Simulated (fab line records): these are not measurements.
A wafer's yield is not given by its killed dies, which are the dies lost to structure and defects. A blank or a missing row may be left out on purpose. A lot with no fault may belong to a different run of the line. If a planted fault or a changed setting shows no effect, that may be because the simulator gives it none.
Matching of chambers | flow n5Finfet | pecvd-01 running N5_BEOL_M2_DEP_57: 3 sister chambers
The step deposits SiCN from 3MS/NH3, target thk 8 nm, time 14 s. 6 wafers are shown with their chamber, then 8 later ones without.

WAFERS, EACH WITH ITS CHAMBER
wafer  | chamber | showerheadPlenumPTorr (Torr) | throttleValvePct (%)
L082.1 | 0       | 3.664                        | 8.9
L082.2 | 1       | 3.668                        | 8.8
L082.4 | 0       | 3.656                        | 8.9
L082.5 | 2       | 3.680                        | 9.0
L082.6 | 1       | 3.648                        | 9.1
L092.1 | 2       | 3.682                        | 9.0

WAFERS MISSING THEIR CHAMBER
wafer  | showerheadPlenumPTorr (Torr) | throttleValvePct (%)
L092.2 | 3.663                        | 9.1
L092.5 | 3.657                        | 9.0
L094.2 | 3.659                        | 9.1
L094.3 | 3.674                        | 8.9
L094.6 | 3.662                        | 9.0
L097.2 | 3.663                        | 9.0
L097.3 | 3.668                        | 9.2
L097.6 | 3.647                        | 9.0

CHAMBER TAKEN BY EACH
wafer  | from the rows above          | in truth
L092.2 | can't be placed: 1 or 0 or 2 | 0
L092.5 | can't be placed: 1 or 0      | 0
L094.2 | can't be placed: 1 or 0 or 2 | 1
L094.3 | can't be placed: 2 or 0 or 1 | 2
L094.6 | can't be placed: 1 or 0 or 2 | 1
L097.2 | can't be placed: 1 or 0 or 2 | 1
L097.3 | can't be placed: 2 or 1 or 0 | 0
L097.6 | can't be placed: 1 or 0      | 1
Correct placement for 0 of the 8. Unplaceable from these rows: 8, with the true chamber sitting among the candidates in 8. Wrongly placed: 0.
How it was worked out, from the rows above alone: a wafer's distance from a chamber is the root of the sum, over the readings, of the square of ((its reading less the chamber's mean) divided by the reading's scatter). The wafer belongs to the nearest chamber; if the next one is less than 2 further off, it can't be placed. The mean given for a chamber averages the wafers shown for that chamber. The scatter: the root of (the sum of the squares of (reading less its chamber's mean) over the shown wafers, divided by (wafers less chambers)).
